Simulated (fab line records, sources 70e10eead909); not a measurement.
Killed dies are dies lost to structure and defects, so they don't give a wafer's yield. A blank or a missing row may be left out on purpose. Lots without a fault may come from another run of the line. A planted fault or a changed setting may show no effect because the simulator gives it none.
Chamber matching | flow nand_harc | NHARC_A_STAIRCASE_ALD_420 on ald_hk-02: 4 sister chambers
The step deposits SiO2, target thk 20 nm, pulse time 6 s, ald cycles 200. 4 wafers are shown with their chamber, then 11 later ones without.

WAFERS WITH THEIR CHAMBER
wafer  | chamber | heater_power_w (W)
L085.2 | 2       | 530
L088.1 | 3       | 469
L088.4 | 1       | 373
L089.2 | 0       | 445

WAFERS WITHOUT THEIR CHAMBER
wafer  | heater_power_w (W)
L089.3 | 374
L089.5 | 363
L091.2 | 374
L091.4 | 460
L091.5 | 459
L094.1 | 506
L094.3 | 457
L094.5 | 495
L093.2 | 456
L093.3 | 375
L093.4 | 513

WHICH CHAMBER EACH WENT THROUGH
wafer  | from the rows above          | in truth
L089.3 | 1                            | 1
L089.5 | 1                            | 1
L091.2 | 1                            | 1
L091.4 | can't be placed: 3 or 0      | 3
L091.5 | can't be placed: 3 or 0      | 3
L094.1 | can't be placed: 2 or 3      | 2
L094.3 | can't be placed: 0 or 3      | 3
L094.5 | can't be placed: 3 or 2 or 0 | 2
L093.2 | can't be placed: 0 or 3      | 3
L093.3 | 1                            | 1
L093.4 | can't be placed: 2 or 3      | 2
Placed correctly: 4 of 11. Can't be placed from these rows: 7 (the true chamber is among the candidates in 7). Placed wrongly: 0.
How it was worked out, from the rows above alone: a wafer's distance from a chamber is the root of the sum, over the readings, of the square of ((its reading less the chamber's mean) divided by the reading's scatter). The wafer belongs to the nearest chamber; if the next one is less than 2 further off, it can't be placed. A chamber's mean is the mean of its shown wafers. The scatter: with one shown wafer a chamber, the root of the mean of the squares of how far each hidden wafer lies from its nearest shown one.
